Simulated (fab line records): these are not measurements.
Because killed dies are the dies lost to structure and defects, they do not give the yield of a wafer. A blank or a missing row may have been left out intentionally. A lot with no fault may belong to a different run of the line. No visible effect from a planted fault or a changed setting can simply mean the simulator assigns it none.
Matching of chambers :: flow n5 finfet :: 4 sister chambers for N5_BEOL_M6_ETCH_66 on rie diel-04
The step etches SOC in N2/H2, target depth 80 nm, overetch 16 nm, time 120 s. 4 wafers are shown with their chamber, then 12 later ones without.

== WAFERS, EACH WITH ITS CHAMBER ==
wafer: L083.3
chamber: 2
showerhead plenum p Torr (Torr): 2.52

wafer: L083.6
chamber: 3
showerhead plenum p Torr (Torr): 2.45

wafer: L085.2
chamber: 0
showerhead plenum p Torr (Torr): 2.44

wafer: L085.6
chamber: 1
showerhead plenum p Torr (Torr): 2.61

== WAFERS WITH NO CHAMBER GIVEN ==
wafer: L090.2
showerhead plenum p Torr (Torr): 2.45

wafer: L090.3
showerhead plenum p Torr (Torr): 2.51

wafer: L090.5
showerhead plenum p Torr (Torr): 2.44

wafer: L093.2
showerhead plenum p Torr (Torr): 2.51

wafer: L093.5
showerhead plenum p Torr (Torr): 2.51

wafer: L093.6
showerhead plenum p Torr (Torr): 2.44

wafer: L094.2
showerhead plenum p Torr (Torr): 2.44

wafer: L094.4
showerhead plenum p Torr (Torr): 2.61

wafer: L094.5
showerhead plenum p Torr (Torr): 2.44

wafer: L097.1
showerhead plenum p Torr (Torr): 2.43

wafer: L097.3
showerhead plenum p Torr (Torr): 2.60

wafer: L097.4
showerhead plenum p Torr (Torr): 2.51

== THE CHAMBER EACH PASSED THROUGH ==
wafer: L090.2
from the rows above: can't be placed: 3 or 0
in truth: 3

wafer: L090.3
from the rows above: 2
in truth: 2

wafer: L090.5
from the rows above: can't be placed: 0 or 3
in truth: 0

wafer: L093.2
from the rows above: 2
in truth: 2

wafer: L093.5
from the rows above: 2
in truth: 2

wafer: L093.6
from the rows above: can't be placed: 0 or 3
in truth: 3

wafer: L094.2
from the rows above: can't be placed: 0 or 3
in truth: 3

wafer: L094.4
from the rows above: 1
in truth: 1

wafer: L094.5
from the rows above: can't be placed: 0 or 3
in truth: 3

wafer: L097.1
from the rows above: can't be placed: 0 or 3
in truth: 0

wafer: L097.3
from the rows above: 1
in truth: 1

wafer: L097.4
from the rows above: 2
in truth: 2
Correct placement for 6 of the 12. Unplaceable from these rows: 6, with the true chamber sitting among the candidates in 6. Wrongly placed: 0.
How it was worked out, from the rows above alone: a wafer's distance from a chamber is the root of the sum, over the readings, of the square of ((its reading less the chamber's mean) divided by the reading's scatter). The wafer belongs to the nearest chamber; if the next one is less than 2 further off, it can't be placed. Each chamber's mean is taken over the wafers shown for it. The scatter: with one shown wafer a chamber, the root of the mean of the squares of how far each hidden wafer lies from its nearest shown one.
